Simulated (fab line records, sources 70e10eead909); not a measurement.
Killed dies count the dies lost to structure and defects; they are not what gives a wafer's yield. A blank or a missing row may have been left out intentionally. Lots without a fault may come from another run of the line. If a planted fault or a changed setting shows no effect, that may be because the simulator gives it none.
What tool caused it? | flow nand_harc | Sampling: 6 lots, 18 wafers, 4 of 1302 route steps

WHAT THE GAUGES SHOWED, per wafer
NHARC_A_BLC_INSPECT_28.
lot  | measured     | on                | raw_defect_count
L603 | day 23 13:37 | defect_inspect-01 | 585 481 636
L606 | day 24 03:12 | defect_inspect-01 | 445 503 432
L611 | day 25 23:43 | defect_inspect-02 | 707 536 462
L621 | day 30 15:31 | defect_inspect-01 | 418 677 405
L624 | day 31 18:47 | defect_inspect-02 | 432 335 442
L625 | day 32 10:35 | defect_inspect-01 | 581 473 798

WHAT TOOL EACH LOT RAN ON (gives the tool, then ch and the chambers of the sampled wafers, and finally the start)
lot  | NHARC_A_BLC_ETCH_16                | NHARC_A_BLC_CVD_24            | NHARC_A_BLC_CMP_25
L603 | rie_diel-09 ch 1,2,3, day 23 10:43 | cvd_w-02 ch 0,1, day 23 12:49 | cmp-01 ch 0,1, day 23 13:13
L606 | rie_diel-10 ch 1,2,3, day 24 00:19 | cvd_w-02 ch 0,1, day 24 02:20 | cmp-01 ch 0,2,3, day 24 02:49
L611 | rie_diel-11 ch 0,1, day 25 20:51   | cvd_w-02 ch 0,1, day 25 22:47 | cmp-03 ch 0,1,2, day 25 23:22
L621 | rie_diel-09 ch 0,1,2, day 30 12:39 | cvd_w-01 ch 0,1, day 30 14:34 | cmp-01 ch 0,2,3, day 30 15:07
L624 | rie_diel-11 ch 1,3, day 31 15:24   | cvd_w-02 ch 0,1, day 31 17:52 | cmp-01 ch 2,3, day 31 18:23
L625 | rie_diel-09 ch 0,1,2, day 32 07:44 | cvd_w-01 ch 0,1, day 32 09:40 | cmp-01 ch 0,1,2, day 32 10:11
- NHARC_A_BLC_ETCH_16: etches the open film in CF4, target depth 39 nm, time 65 s.
- NHARC_A_BLC_CVD_24: deposits W, target thk 150 nm, time 434 s.
- NHARC_A_BLC_CMP_25: polishes, t overpolish 30 s, target thk 150 nm.

THE ANSWER, worked out from the rows above alone
Rule: the usual values come from the lots themselves. The widest of any qualifying gaps counts: lots, ordered by their means at a reading, are off when they make up no more than a third of the lots, leave a main group of 4 or more, and stand apart from it by 3 or more times the standard deviation of that group's means. A main group is skipped when, at the precision printed for the reading in the tables above, its means are all equal. A lot without any number at a reading at which 4 lots or more have one is off too. All remaining lots with rows at the step are treated as sound.
No lot is off at any reading shown: from this, nothing can be told.

WHAT HAD BEEN PUT IN BY THE SIMULATOR
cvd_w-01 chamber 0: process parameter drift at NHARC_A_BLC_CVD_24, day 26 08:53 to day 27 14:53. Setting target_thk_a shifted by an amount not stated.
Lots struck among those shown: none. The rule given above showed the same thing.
